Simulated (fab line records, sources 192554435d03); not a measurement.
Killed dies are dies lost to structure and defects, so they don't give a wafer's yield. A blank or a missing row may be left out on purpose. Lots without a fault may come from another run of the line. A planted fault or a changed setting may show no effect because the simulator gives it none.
fab line records | flow n5_finfet
record lots=22 wafers=66 last_day=18
route steps=1938 shown BEOL_M1@768
lots that met no fault: from a run of the same line without faults
start_h: hours from the record's first day to the start of the lot's first wafer shown | wait_h: hours since the lot's step before | " the same as in the row above | L1.1+2: a row that stands for several wafers | - no value, or no start given | * or withheld: withheld | < > ~ a bound
route shown NAME@n: a module of which the file shows steps, and the number in the route of the first | usual: mean/standard deviation of fault-free wafers | same: alike in all rows | chamber/n: place in a boat | sites: the reading at each site | _std_site: their standard deviation | _edge_site: outer sites' mean less inner sites' | radius_mm: how far each site lies from the wafer's centre | mask NAME#n: copy n | behind: the tool/chamber that last shaped the wafer | hold: why the lot was held/for how many hours/how that ended | device: the transistor (n, p or np) that didn't switch | end of line: the same wafers' tests at the end of the route | a step without rows: its recipe alone | killed: dies lost to structure and defects at the first sort, not the wafer's yield | map: a wafer's dies, x killed, . not, _ none there
set.NAME: the setting as run; set.NAME@STEP: as run at that earlier step | model.NAME: the simulator's own value behind a step, which no gauge read
steps of the route over a sample of lots; a table a step, a row a wafer
services: from which hour (start_h, from the record's first day; less than 0 if before it) a tool's chamber was out of use, for how many hours, and why
## steps
# step N5_BEOL_M1_ETCH_74
# recipe chemistry=N2/H2 target=underlayer target_depth_a=65 mask_material=CAR-EUV time_s=5.2 ion_energy_ev=200 pressure_mtorr=30 source_w=840 bias_w=150 n2_flow_sccm=200 h2_flow_sccm=200 ends=cleared
# usual bias_w=150.1/0.5 drypump_motor_current_A=5.8/0.46 etch_rf_on_time_s=5.21/0.13 oes_product_au=0.61/0.031 rf_vpp_V=524.5/2.7 showerhead_plenum_p_Torr=2.57/0.09 throttle_valve_pct=17.97/0.27
# columns lot.wafer tool chamber start_h wait_h bias_w drypump_motor_current_A etch_rf_on_time_s oes_product_au rf_hours_counter_h rf_vpp_V showerhead_plenum_p_Torr throttle_valve_pct
L075.3 rie_diel-06 3 127.70 0.0 150.9 5.2 5.23 0.64 189 520.2 2.41 17.74
L075.4 " 1 " " 150.6 5.7 5.17 0.60 - 527.0 2.62 17.63
L075.5 " 3 " " 150.5 5.2 5.20 0.64 - 521.9 2.41 17.74
L076.1 rie_diel-03 0 130.35 0.0 150.3 5.9 5.24 0.61 169 527.3 2.66 18.02
L076.2 " 2 " " 149.9 5.7 5.34 0.67 87 525.0 2.58 18.14
L076.3 " 3 " " 149.6 5.9 5.15 0.60 203 524.1 2.65 18.53
L077.3 rie_diel-03 0 136.94 0.0 149.8 5.9 5.30 0.61 172 527.2 2.66 18.03
L077.4 " 2 " " 149.7 5.7 5.47 0.67 - 525.2 2.58 18.13
L077.5 " 0 " " 150.2 5.9 5.33 0.61 - 525.6 2.66 18.04
L078.1 rie_diel-06 2 146.67 0.0 150.9 6.7 5.17 0.67 124 521.7 2.45 17.90
L078.3 " 0 " " 150.5 5.7 5.34 0.60 187 525.7 2.63 17.76
L078.4 " 3 " " 150.9 5.2 5.23 0.63 193 518.9 2.41 17.74
L079.2 rie_diel-03 3 151.92 0.0 149.7 5.9 5.20 0.59 212 524.1 2.65 18.55
L079.3 " 0 " " 149.7 5.9 5.31 0.61 178 527.6 2.65 18.06
L079.4 " 3 " " 150.1 5.8 5.22 0.59 - 524.4 2.65 18.53
L080.2 rie_diel-03 3 160.53 0.0 150.3 5.9 5.20 0.58 216 525.9 2.65 18.56
L080.3 " 2 " " 150.3 5.7 5.38 0.67 99 525.5 2.58 18.13
L080.4 " 2 " " 150.6 5.7 5.38 0.67 - 525.0 2.58 18.14
L081.1 rie_diel-06 0 161.79 0.0 150.3 5.7 5.32 0.61 191 528.6 2.63 17.78
L081.3 " 3 " " 150.6 5.2 5.18 0.62 198 520.5 2.41 17.77
L081.6 " 0 " " 150.2 5.7 5.27 0.61 - 525.2 2.63 17.76
L082.1 rie_diel-06 1 172.61 0.0 150.8 5.7 5.03 0.60 202 526.8 2.62 17.65
L082.3 " 2 " " 149.5 6.7 5.17 0.66 132 521.8 2.45 17.94
L082.4 " 0 " " 149.7 5.7 5.22 0.60 195 526.7 2.63 17.79
L085.1 rie_diel-06 3 186.36 0.0 149.6 5.2 5.14 0.63 205 520.2 2.40 17.77
L085.2 " 2 " " 150.1 6.7 5.16 0.67 135 521.7 2.45 17.93
L085.6 " 0 " " 149.9 5.7 5.30 0.60 - 524.7 2.63 17.78
L084.3 rie_diel-05 2 188.99 0.0 149.7 6.4 5.15 0.62 205 527.5 2.64 17.95
L084.5 " 3 " " 149.8 6.0 5.00 0.58 - 523.8 2.52 18.10
L084.6 " 0 " " 149.9 5.3 4.88 0.67 - 527.8 2.64 17.61
L086.3 rie_diel-06 1 199.78 0.0 150.8 5.7 5.13 0.59 208 525.8 2.61 17.65
L086.4 " 0 " " 150.2 5.8 5.36 0.59 202 528.4 2.63 17.80
L086.5 " 0 " " 150.5 5.8 5.31 0.59 - 527.4 2.63 17.81
L087.3 rie_diel-06 2 200.01 0.0 149.7 6.7 5.18 0.66 139 520.2 2.45 17.96
L087.4 " 3 " " 149.7 5.2 5.12 0.62 209 519.4 2.40 17.80
L087.5 " 2 " " 150.3 6.7 5.15 0.67 - 520.5 2.45 17.96
L088.1 rie_diel-06 1 209.94 0.0 150.6 5.7 5.16 0.59 211 523.6 2.61 17.65
L088.2 " 3 " " 150.3 5.2 5.20 0.61 212 520.9 2.40 17.78
L088.5 " 3 " " 150.4 5.2 5.20 0.63 - 519.4 2.40 17.78
L089.2 rie_diel-06 0 211.89 0.0 150.2 5.7 5.34 0.58 206 527.9 2.63 17.80
L089.5 " 1 " " 149.3 5.7 5.18 0.58 - 524.1 2.61 17.65
L089.6 " 2 " " 150.2 6.8 5.16 0.65 - 522.4 2.45 17.94
L090.4 rie_diel-05 0 217.89 0.0 149.3 5.3 4.85 0.67 166 529.9 2.63 17.60
L090.5 " 2 " " 150.4 6.4 5.19 0.61 - 524.8 2.64 17.97
L090.6 " 1 " " 149.5 5.1 5.37 0.58 - 526.1 2.65 18.21
L091.1 rie_diel-03 2 223.56 0.0 149.7 5.7 5.47 0.63 122 526.2 2.57 18.18
L091.3 " 1 " " 149.9 6.4 5.21 0.57 245 526.3 2.64 18.26
L091.6 " 0 " " 149.8 5.9 5.32 0.59 - 525.2 2.64 18.08
L092.1 rie_diel-03 1 230.27 0.0 149.5 6.4 5.22 0.57 246 526.0 2.64 18.23
L092.2 " 3 " " 149.6 5.9 5.25 0.57 238 524.6 2.64 18.58
L092.5 " 2 " " 150.1 5.6 5.49 0.64 - 524.0 2.57 18.18
L094.2 rie_diel-05 3 243.34 0.0 150.1 6.0 5.07 0.58 240 521.4 2.51 18.11
L094.3 " 2 " " 150.8 6.4 5.21 0.61 220 523.7 2.63 17.98
L094.4 " 0 " " 150.0 5.3 4.88 0.66 171 524.6 2.63 17.59
L093.1 rie_diel-05 3 244.54 0.0 150.5 6.0 4.99 0.59 240 523.6 2.51 18.11
L093.4 " 0 " " 149.8 5.3 4.75 0.66 171 526.4 2.63 17.58
L093.5 " 3 " " 150.3 6.1 5.00 0.58 - 523.0 2.51 18.15
L095.4 rie_diel-06 0 251.54 0.0 148.5 5.8 5.36 0.58 219 527.8 2.62 17.83
L095.5 " 3 " " 151.3 5.2 5.15 0.61 - 520.5 2.40 17.83
L095.6 " 2 " " 150.5 6.7 5.19 0.65 - 521.5 2.44 17.97
L096.1 rie_diel-03 2 279.34 0.0 150.5 5.6 5.41 0.64 129 523.1 2.57 18.22
L096.3 " 1 " " 149.9 6.4 5.23 0.57 257 525.0 2.63 18.24
L096.5 " 0 " " 150.5 5.9 5.30 0.59 - 527.8 2.64 18.10
L097.2 rie_diel-06 0 279.60 0.0 150.9 5.7 5.41 0.57 229 529.1 2.62 17.85
L097.4 " 3 " " 149.3 5.2 5.15 0.61 236 520.7 2.39 17.83
L097.5 " 1 " " 150.1 5.7 5.15 0.57 - 526.3 2.60 17.71
# step N5_BEOL_M1_ETCH_70
# recipe chemistry=N2/H2 target=SOC target_depth_a=800 overetch_a=160 mask_material=SiARC temp_c=40 time_s=120 ion_energy_ev=200 pressure_mtorr=30 source_w=840 bias_w=150 n2_flow_sccm=200 h2_flow_sccm=200
# usual bias_w=149.9/0.41 drypump_motor_current_A=5.8/0.43 oes_product_au=0.552/0.029 rf_vpp_V=525.0/2 showerhead_plenum_p_Torr=2.59/0.076 throttle_valve_pct=18.03/0.26
# columns lot.wafer tool chamber start_h wait_h bias_w drypump_motor_current_A oes_product_au rf_hours_counter_h rf_vpp_V showerhead_plenum_p_Torr throttle_valve_pct
L075.3 rie_diel-03 3 129.54 0.0 149.7 5.9 0.531 203 526.9 2.65 18.49
L075.4 " 3 " " 149.2 5.9 0.531 - 526.0 2.65 18.47
L075.5 " 2 " " 149.4 5.6 0.611 - 524.6 2.58 18.08
L076.1 rie_diel-03 0 132.12 0.0 150.1 5.9 0.552 170 526.9 2.66 18.00
L076.2 " 3 " " 150.4 5.9 0.533 204 526.0 2.65 18.47
L076.3 " 2 " " 150.1 5.7 0.606 88 525.6 2.58 18.10
L077.3 rie_diel-03 2 140.32 0.0 149.1 5.7 0.609 91 524.0 2.58 18.10
L077.4 " 3 " " 150.4 5.9 0.535 - 526.9 2.65 18.49
L077.5 " 2 " " 149.7 5.6 0.614 - 525.2 2.58 18.09
L078.1 rie_diel-03 2 150.70 0.0 149.6 5.7 0.609 95 524.7 2.58 18.09
L078.3 " 0 " " 149.1 5.9 0.554 177 526.4 2.65 18.00
L078.4 " 2 " " 149.3 5.7 0.609 - 524.8 2.58 18.13
L079.2 rie_diel-06 0 153.59 0.0 149.5 5.8 0.546 188 524.7 2.63 17.73
L079.3 " 3 " " 149.6 5.1 0.571 195 519.6 2.41 17.72
L079.4 " 1 " " 149.3 5.7 0.532 195 527.5 2.62 17.57
L080.2 rie_diel-03 2 162.88 0.0 150.2 5.7 0.600 100 523.6 2.58 18.12
L080.3 " 0 " " 149.9 5.9 0.553 182 528.5 2.65 18.00
L080.4 " 2 " " 149.8 5.6 0.604 - 524.3 2.58 18.09
L081.1 rie_diel-05 2 168.09 0.0 149.9 6.4 0.572 199 527.0 2.64 17.90
L081.3 " 3 " " 149.6 6.1 0.521 221 523.7 2.52 18.03
L081.6 " 2 " " 149.5 6.4 0.563 - 526.7 2.64 17.91
L082.1 rie_diel-03 3 173.95 0.0 149.6 5.9 0.526 222 526.5 2.64 18.51
L082.3 " 2 " " 150.4 5.7 0.596 105 525.2 2.58 18.11
L082.4 " 3 " " 149.7 5.9 0.519 - 526.1 2.65 18.50
L085.1 rie_diel-03 1 188.42 0.0 149.7 6.4 0.522 234 525.1 2.64 18.17
L085.2 " 0 " " 149.7 5.9 0.545 192 526.9 2.65 18.03
L085.6 " 3 " " 149.4 5.9 0.522 - 526.2 2.64 18.51
L084.3 rie_diel-06 2 191.36 0.0 150.1 6.7 0.590 136 519.6 2.45 17.90
L084.5 " 1 " " 150.1 5.7 0.529 - 527.1 2.61 17.59
L084.6 " 2 " " 150.2 6.8 0.585 - 521.1 2.45 17.90
L086.3 rie_diel-06 2 205.56 0.0 150.6 6.7 0.589 140 523.1 2.45 17.90
L086.4 " 3 " " 149.7 5.2 0.559 211 520.0 2.40 17.73
L086.5 " 3 " " 149.8 5.2 0.564 - 520.4 2.40 17.74
L087.3 rie_diel-03 0 207.36 0.0 149.4 5.9 0.544 197 526.0 2.65 18.04
L087.4 " 2 " " 149.9 5.7 0.597 116 523.3 2.57 18.14
L087.5 " 2 " " 149.5 5.6 0.595 - 524.7 2.57 18.13
L088.1 rie_diel-05 3 213.92 0.0 149.2 6.1 0.510 233 522.5 2.51 18.06
L088.2 " 0 " " 149.7 5.3 0.572 166 526.8 2.63 17.55
L088.5 " 2 " " 149.6 6.4 0.555 - 525.8 2.64 17.92
L089.2 rie_diel-03 1 214.18 0.0 149.4 6.4 0.511 242 525.4 2.64 18.20
L089.5 " 3 " " 149.5 5.9 0.514 - 525.5 2.64 18.53
L089.6 " 2 " " 150.2 5.6 0.591 - 524.7 2.57 18.15
L090.4 rie_diel-06 2 220.20 0.0 150.3 6.7 0.583 144 521.0 2.45 17.91
L090.5 " 2 " " 150.5 6.8 0.581 - 521.8 2.45 17.92
L090.6 " 3 " " 150.3 5.2 0.556 - 519.8 2.40 17.77
L091.1 rie_diel-03 1 240.19 0.0 150.3 6.4 0.513 249 526.4 2.63 18.19
L091.3 " 3 " " 149.6 5.9 0.511 241 524.9 2.64 18.54
L091.6 " 0 " " 150.4 5.9 0.537 - 527.1 2.64 18.08
L092.1 rie_diel-06 2 242.09 0.0 149.8 6.7 0.587 151 521.6 2.44 17.92
L092.2 " 3 " " 150.1 5.2 0.554 222 519.9 2.40 17.77
L092.5 " 1 " " 149.7 5.7 0.525 - 524.7 2.61 17.64
L094.2 rie_diel-05 0 247.07 0.0 149.5 5.3 0.569 172 525.9 2.63 17.56
L094.3 " 3 " " 150.3 6.0 0.511 241 524.4 2.51 18.06
L094.4 " 2 " " 149.7 6.4 0.558 221 526.2 2.63 17.94
L093.1 rie_diel-05 0 252.05 0.0 150.5 5.3 0.567 175 526.8 2.63 17.56
L093.4 " 1 " " 149.6 5.1 0.539 210 525.9 2.65 18.19
L093.5 " 1 " " 149.7 5.1 0.534 - 525.5 2.65 18.21
L095.4 rie_diel-05 0 255.09 0.0 150.0 5.3 0.563 176 527.3 2.63 17.57
L095.5 " 1 " " 149.3 5.1 0.531 - 523.9 2.65 18.20
L095.6 " 2 " " 150.2 6.4 0.550 - 525.4 2.63 17.92
L096.1 rie_diel-06 3 284.04 0.0 149.7 5.2 0.539 238 520.7 2.39 17.80
L096.3 " 1 " " 150.0 5.7 0.520 235 524.9 2.60 17.64
L096.5 " 0 " " 149.1 5.7 0.524 - 526.4 2.61 17.81
L097.2 rie_diel-03 2 287.58 0.0 150.2 5.6 0.580 132 523.7 2.56 18.17
L097.4 " 2 " " 149.6 5.6 0.581 - 524.6 2.56 18.17
L097.5 " 2 " " 150.3 5.6 0.582 - 524.6 2.56 18.16
# step N5_BEOL_M1_STRIP_36
# recipe chemistry=N2/H2 power_w=450 temp_c=40 pressure_mtorr=20 rf_frequency_hz=6e+07 overash_fraction=0.3 bias_power_w=7 h2_frac=0.5 n2_flow_sccm=200 h2_flow_sccm=200
# usual drypump_motor_current_A=5.8/0.43 oes_product_au=0.72/0.041 rf_vpp_V=59.4/1.4 showerhead_plenum_p_Torr=2.59/0.076 throttle_valve_pct=24.0/0.37
# columns lot.wafer tool chamber start_h wait_h drypump_motor_current_A oes_product_au rf_hours_counter_h rf_vpp_V showerhead_plenum_p_Torr throttle_valve_pct
L075.3 rie_diel-03 3 129.70 0.0 5.9 0.69 203 61.7 2.65 24.6
L075.4 " 3 " " 5.9 0.69 - 59.8 2.65 24.6
L075.5 " 2 " " 5.7 0.79 - 61.7 2.58 24.0
L076.1 rie_diel-03 0 132.28 0.0 5.9 0.74 170 57.8 2.65 24.1
L076.2 " 3 " " 5.9 0.69 204 58.3 2.65 24.6
L076.3 " 2 " " 5.7 0.81 88 58.0 2.58 24.0
L077.3 rie_diel-03 2 140.48 0.0 5.6 0.78 91 59.5 2.58 24.0
L077.4 " 3 " " 5.9 0.69 - 59.5 2.65 24.6
L077.5 " 2 " " 5.7 0.79 - 60.5 2.58 24.0
L078.1 rie_diel-03 2 150.86 0.0 5.6 0.78 95 58.6 2.58 24.0
L078.3 " 0 " " 5.9 0.72 177 58.6 2.65 24.1
L078.4 " 2 " " 5.6 0.79 - 59.4 2.58 24.0
L079.2 rie_diel-06 0 153.75 0.0 5.7 0.72 188 58.4 2.63 23.6
L079.3 " 3 " " 5.2 0.74 195 60.0 2.40 23.5
L079.4 " 1 " " 5.7 0.70 195 57.7 2.61 23.3
L080.2 rie_diel-03 2 163.04 0.0 5.6 0.78 100 60.1 2.57 24.0
L080.3 " 0 " " 5.9 0.72 183 60.6 2.65 24.1
L080.4 " 2 " " 5.7 0.79 - 60.0 2.57 24.0
L081.1 rie_diel-05 2 168.25 0.0 6.4 0.74 199 61.1 2.64 23.9
L081.3 " 3 " " 6.0 0.67 221 59.1 2.51 23.9
L081.6 " 2 " " 6.4 0.74 - 60.1 2.64 23.9
L082.1 rie_diel-03 3 174.11 0.0 5.9 0.68 222 59.3 2.64 24.6
L082.3 " 2 " " 5.6 0.77 106 59.8 2.57 24.0
L082.4 " 3 " " 5.9 0.68 - 59.1 2.64 24.7
L085.1 rie_diel-03 1 188.58 0.0 6.4 0.69 234 60.1 2.64 24.0
L085.2 " 0 " " 5.9 0.73 192 57.5 2.64 24.1
L085.6 " 3 " " 5.9 0.67 - 61.5 2.64 24.7
L084.3 rie_diel-06 2 191.52 0.0 6.8 0.78 137 53.9 2.44 23.7
L084.5 " 1 " " 5.7 0.69 - 56.1 2.61 23.3
L084.6 " 2 " " 6.8 0.78 - 59.8 2.45 23.7
L086.3 rie_diel-06 2 205.72 0.0 6.7 0.79 140 59.3 2.44 23.7
L086.4 " 3 " " 5.2 0.73 211 59.7 2.40 23.5
L086.5 " 3 " " 5.2 0.74 - 55.9 2.40 23.5
L087.3 rie_diel-03 0 207.52 0.0 5.9 0.72 197 57.4 2.64 24.1
L087.4 " 2 " " 5.6 0.76 116 57.5 2.57 24.0
L087.5 " 2 " " 5.6 0.77 - 59.6 2.57 24.0
L088.1 rie_diel-05 3 214.08 0.0 6.1 0.65 234 61.3 2.51 23.9
L088.2 " 0 " " 5.3 0.74 166 60.1 2.63 23.3
L088.5 " 2 " " 6.4 0.71 - 60.2 2.63 23.9
L089.2 rie_diel-03 1 214.35 0.0 6.4 0.67 242 60.1 2.63 24.0
L089.5 " 3 " " 5.9 0.67 - 60.7 2.64 24.6
L089.6 " 2 " " 5.6 0.77 - 60.7 2.57 24.0
L090.4 rie_diel-06 2 220.37 0.0 6.7 0.78 144 58.2 2.44 23.8
L090.5 " 2 " " 6.8 0.77 - 55.7 2.44 23.7
L090.6 " 3 " " 5.2 0.74 - 59.8 2.40 23.5
L091.1 rie_diel-03 1 240.35 0.0 6.4 0.66 249 57.9 2.63 24.0
L091.3 " 3 " " 5.9 0.67 241 62.2 2.63 24.7
L091.6 " 0 " " 5.9 0.71 - 59.9 2.64 24.2
L092.1 rie_diel-06 2 242.25 0.0 6.7 0.76 151 59.3 2.44 23.8
L092.2 " 3 " " 5.2 0.72 222 58.5 2.39 23.5
L092.5 " 1 " " 5.7 0.67 - 60.2 2.60 23.3
L094.2 rie_diel-05 0 247.23 0.0 5.3 0.75 172 59.4 2.63 23.4
L094.3 " 3 " " 6.0 0.63 241 59.5 2.51 24.0
L094.4 " 2 " " 6.3 0.72 221 59.0 2.63 24.0
L093.1 rie_diel-05 0 252.21 0.0 5.3 0.75 175 61.4 2.62 23.3
L093.4 " 1 " " 5.1 0.69 210 58.1 2.64 24.1
L093.5 " 1 " " 5.1 0.69 - 59.1 2.64 24.1
L095.4 rie_diel-05 0 255.25 0.0 5.3 0.75 176 62.0 2.62 23.3
L095.5 " 1 " " 5.1 0.70 - 59.9 2.64 24.1
L095.6 " 2 " " 6.4 0.72 - 59.5 2.63 23.9
L096.1 rie_diel-06 3 284.20 0.0 5.2 0.71 238 58.7 2.39 23.5
L096.3 " 1 " " 5.7 0.67 235 59.2 2.60 23.4
L096.5 " 0 " " 5.7 0.68 - 60.2 2.61 23.7
L097.2 rie_diel-03 2 287.82 0.0 5.6 0.74 132 59.7 2.56 24.0
L097.4 " 2 " " 5.6 0.75 - 59.5 2.56 24.0
L097.5 " 2 " " 5.6 0.75 - 59.3 2.56 24.1
# step N5_BEOL_M1_SPUTTER_48
# recipe material=Cu target_thk_a=45 temp_c=-20 chamber_pressure_pa=0.07 power_w=withheld time_s=8.29
# usual chamber_pressure_pa=0.06998/0.00014 substrate_temp_c=-20.01/0.11 throttle_valve_pct=29.6/0.99
# columns lot.wafer tool chamber start_h wait_h chamber_pressure_pa substrate_temp_c throttle_valve_pct
L075.3 pvd_sputter-01 - 131.21 0.1 0.06998 -20.00 29.7
L075.4 " - " " 0.06991 -20.12 28.7
L075.5 " - " " 0.06999 -19.98 29.7
L076.1 pvd_sputter-01 - 134.25 0.2 0.07009 -20.08 28.9
L076.2 " - " " 0.06989 -20.03 28.6
L076.3 " - " " 0.07002 -20.05 29.6
L077.3 pvd_sputter-03 - 141.73 0.1 0.07034 -20.15 29.2
L077.4 " - " " 0.07002 -19.69 29.3
L077.5 " - " " 0.06974 -19.73 29.1
L078.1 pvd_sputter-01 - 152.18 0.1 0.07005 -19.80 29.7
L078.3 " - " " 0.06981 -20.14 29.0
L078.4 " - " " 0.06982 -20.11 28.9
L079.2 pvd_sputter-01 - 155.18 0.1 0.07003 -19.98 28.7
L079.3 " - " " 0.06985 -20.02 28.7
L079.4 " - " " 0.06987 -19.92 28.8
L080.2 pvd_sputter-02 - 166.38 2.0 0.06996 -19.91 30.0
L080.3 " - " " 0.06986 -20.03 28.9
L080.4 " - " " 0.06988 -19.79 32.0
L081.1 pvd_sputter-01 - 169.75 0.1 0.07007 -20.00 28.5
L081.3 " - " " 0.07011 -20.11 29.7
L081.6 " - " " 0.06983 -19.98 28.8
L082.1 pvd_sputter-02 - 176.47 0.2 0.07002 -20.07 31.9
L082.3 " - " " 0.06994 -20.06 30.0
L082.4 " - " " 0.07029 -20.02 29.0
L085.1 pvd_sputter-02 - 189.78 0.2 0.0698 -20.18 31.9
L085.2 " - " " 0.06978 -20.06 30.0
L085.6 " - " " 0.0699 -19.95 29.8
L084.3 pvd_sputter-03 - 194.01 0.1 0.07 -20.15 28.7
L084.5 " - " " 0.07008 -20.03 29.0
L084.6 " - " " 0.07004 -20.26 28.8
L086.3 pvd_sputter-02 - 206.82 0.1 0.06993 -19.95 29.2
L086.4 " - " " 0.06992 -20.05 30.3
L086.5 " - " " 0.06976 -19.99 28.8
L087.3 pvd_sputter-03 - 209.15 0.1 0.07002 -20.18 28.5
L087.4 " - " " 0.07011 -19.98 28.6
L087.5 " - " " 0.06982 -19.85 29.1
L088.1 pvd_sputter-01 - 215.39 0.2 0.06982 -20.14 28.7
L088.2 " - " " 0.06997 -20.00 30.0
L088.5 " - " " 0.07016 -20.03 28.8
L089.2 pvd_sputter-03 - 216.93 1.3 0.07018 -20.06 28.8
L089.5 " - " " 0.07002 -20.04 29.1
L089.6 " - " " 0.07019 -19.94 28.5
L090.4 pvd_sputter-02 - 222.14 0.3 0.07002 -20.06 29.0
L090.5 " - " " 0.06982 -20.25 32.1
L090.6 " - " " 0.06998 -20.10 30.3
L091.1 pvd_sputter-02 - 242.06 0.4 0.07002 -19.84 31.9
L091.3 " - " " 0.06992 -19.92 30.0
L091.6 " - " " 0.07007 -19.95 29.7
L092.1 pvd_sputter-02 - 244.42 0.1 0.07027 -20.07 30.0
L092.2 " - " " 0.06991 -19.91 30.0
L092.5 " - " " 0.07008 -19.93 31.9
L094.2 pvd_sputter-01 - 250.00 0.1 0.06995 -19.99 28.9
L094.3 " - " " 0.07 -20.01 28.6
L094.4 " - " " 0.06998 -19.96 28.9
L093.1 pvd_sputter-01 - 253.70 0.2 0.07002 -19.99 28.8
L093.4 " - " " 0.06993 -20.00 29.2
L093.5 " - " " 0.06976 -20.11 29.3
L095.4 pvd_sputter-02 - 256.41 0.1 0.07005 -20.07 30.0
L095.5 " - " " 0.06999 -19.84 28.8
L095.6 " - " " 0.07003 -20.11 30.1
L096.1 pvd_sputter-02 - 285.92 0.1 0.07007 -20.09 29.9
L096.3 " - " " 0.07004 -19.97 28.9
L096.5 " - " " 0.07002 -20.06 30.2
L097.2 pvd_sputter-01 - 289.13 0.1 0.07001 -20.10 28.7
L097.4 " - " " 0.06995 -19.91 28.8
L097.5 " - " " 0.07015 -20.03 29.1
# step N5_BEOL_M1_ANNEAL_91
# recipe temp_c=400 time_s=240 ambient=vacuum
# usual heater_power_w=833/82
# columns lot.wafer tool chamber start_h wait_h heater_power_w
L075.3 pvd_sputter-01 - 132.39 0.0 790
L075.4 " - " " 963
L075.5 " - " " 800
L076.1 pvd_sputter-01 - 135.43 0.0 944
L076.2 " - " " 809
L076.3 " - " " 781
L077.3 pvd_sputter-03 - 142.91 0.0 846
L077.4 " - " " 827
L077.5 " - " " 801
L078.1 pvd_sputter-01 - 153.36 0.0 775
L078.3 " - " " 763
L078.4 " - " " 944
L079.2 pvd_sputter-01 - 156.36 0.0 723
L079.3 " - " " 950
L079.4 " - " " 805
L080.2 pvd_sputter-02 - 167.56 0.0 838
L080.3 " - " " 876
L080.4 " - " " 781
L081.1 pvd_sputter-01 - 170.93 0.0 811
L081.3 " - " " 797
L081.6 " - " " 731
L082.1 pvd_sputter-02 - 177.65 0.0 821
L082.3 " - " " 858
L082.4 " - " " 888
L085.1 pvd_sputter-02 - 190.96 0.0 790
L085.2 " - " " 868
L085.6 " - " " 884
L084.3 pvd_sputter-03 - 195.19 0.0 630
L084.5 " - " " 816
L084.6 " - " " 1042
L086.3 pvd_sputter-02 - 208.00 0.0 913
L086.4 " - " " 801
L086.5 " - " " 902
L087.3 pvd_sputter-03 - 210.33 0.0 627
L087.4 " - " " 1054
L087.5 " - " " 811
L088.1 pvd_sputter-01 - 216.57 0.0 748
L088.2 " - " " 800
L088.5 " - " " 817
L089.2 pvd_sputter-03 - 218.11 0.0 624
L089.5 " - " " 824
L089.6 " - " " 624
L090.4 pvd_sputter-02 - 223.32 0.0 892
L090.5 " - " " 818
L090.6 " - " " 866
L091.1 pvd_sputter-02 - 243.24 0.0 817
L091.3 " - " " 776
L091.6 " - " " 866
L092.1 pvd_sputter-02 - 245.60 0.0 872
L092.2 " - " " 810
L092.5 " - " " 790
L094.2 pvd_sputter-01 - 251.18 0.0 735
L094.3 " - " " 782
L094.4 " - " " 952
L093.1 pvd_sputter-01 - 254.88 0.0 793
L093.4 " - " " 983
L093.5 " - " " 731
L095.4 pvd_sputter-02 - 257.59 0.0 795
L095.5 " - " " 863
L095.6 " - " " 878
L096.1 pvd_sputter-02 - 287.10 0.0 798
L096.3 " - " " 907
L096.5 " - " " 815
L097.2 pvd_sputter-01 - 290.41 0.0 802
L097.4 " - " " 749
L097.5 " - " " 746
# step N5_BEOL_M1_RS_MEAS_58
# recipe thk_meas_gauge=four-point-probe reads=Co_of_BEOL_M1_CO_CAP_55+Cu_of_BEOL_M1_ECD_50+Co_of_BEOL_M1_CVD_47+TaN_of_BEOL_M1_ALD_84
# usual M1_RS=0.68/0.041
# columns lot.wafer tool chamber start_h wait_h M1_RS[ohm/sq]
L075.3 film_metro-02 - 134.14 0.1 0.69
L075.4 " - " " 0.70
L075.5 " - " " 0.67
L076.1 film_metro-02 - 137.23 0.0 0.75
L076.2 " - " " 0.71
L076.3 " - " " 0.69
L077.3 film_metro-02 - 144.55 0.1 0.71
L077.4 " - " " 0.67
L077.5 " - " " 0.68
L078.1 film_metro-02 - 154.99 0.0 0.65
L078.3 " - " " 0.71
L078.4 " - " " 0.64
L079.2 film_metro-02 - 157.99 0.1 0.69
L079.3 " - " " 0.62
L079.4 " - " " 0.67
L080.2 film_metro-02 - 169.20 0.1 0.77
L080.3 " - " " 0.71
L080.4 " - " " 0.67
L081.1 film_metro-02 - 172.99 0.0 0.75
L081.3 " - " " 0.71
L081.6 " - " " 0.66
L082.1 film_metro-01 - 181.12 0.0 0.71
L082.3 " - " " 0.66
L082.4 " - " " 0.73
L085.1 film_metro-02 - 194.46 0.1 0.65
L085.2 " - " " 0.68
L085.6 " - " " 0.72
L084.3 film_metro-01 - 197.25 0.1 0.67
L084.5 " - " " 0.66
L084.6 " - " " 0.70
L086.3 film_metro-01 - 210.40 0.1 0.75
L086.4 " - " " 0.62
L086.5 " - " " 0.66
L087.3 film_metro-02 - 212.21 0.1 0.71
L087.4 " - " " 0.70
L087.5 " - " " 0.66
L088.1 film_metro-01 - 218.27 0.0 0.68
L088.2 " - " " 0.65
L088.5 " - " " 0.68
L089.2 film_metro-02 - 219.74 0.1 0.62
L089.5 " - " " 0.62
L089.6 " - " " 0.57
L090.4 film_metro-02 - 224.95 0.0 0.74
L090.5 " - " " 0.73
L090.6 " - " " 0.71
L091.1 film_metro-01 - 245.00 0.0 0.63
L091.3 " - " " 0.70
L091.6 " - " " 0.64
L092.1 film_metro-01 - 247.30 0.0 0.62
L092.2 " - " " 0.65
L092.5 " - " " 0.64
L094.2 film_metro-01 - 252.80 0.1 0.66
L094.3 " - " " 0.69
L094.4 " - " " 0.66
L093.1 film_metro-02 - 256.50 0.0 0.70
L093.4 " - " " 0.61
L093.5 " - " " 0.71
L095.4 film_metro-02 - 259.28 0.0 0.66
L095.5 " - " " 0.67
L095.6 " - " " 0.66
L096.1 film_metro-02 - 288.72 0.0 0.72
L096.3 " - " " 0.64
L096.5 " - " " 0.70
L097.2 film_metro-01 - 292.06 0.1 0.69
L097.4 " - " " 0.70
L097.5 " - " " 0.77
## services
# columns tool chamber start_h hours kind
rie_diel-03 0 109.28 3.0 repair
rie_diel-06 0 119.35 10.0 repair
pvd_sputter-03 - 121.47 2.2 repair
rie_diel-05 0 124.31 6.9 repair
rie_diel-03 1 127.54 46.7 repair
rie_diel-05 3 136.41 7.8 repair
pvd_sputter-02 - 174.82 1.6 repair
rie_diel-06 - 182.23 2.8 pm
rie_diel-03 - 242.73 14.6 pm
rie_diel-05 3 272.30 - clean
rie_diel-05 3 272.30 - consumable_replace:focus_ring
rie_diel-05 3 272.30 16.6 scheduled_down
rie_diel-05 3 272.30 16.6 vent_cycle
rie_diel-03 3 279.83 - clean
rie_diel-03 3 279.83 - consumable_replace:focus_ring
rie_diel-03 3 279.83 23.5 scheduled_down
rie_diel-03 3 279.83 23.5 vent_cycle
rie_diel-05 1 282.09 17.6 repair
## key
fault none
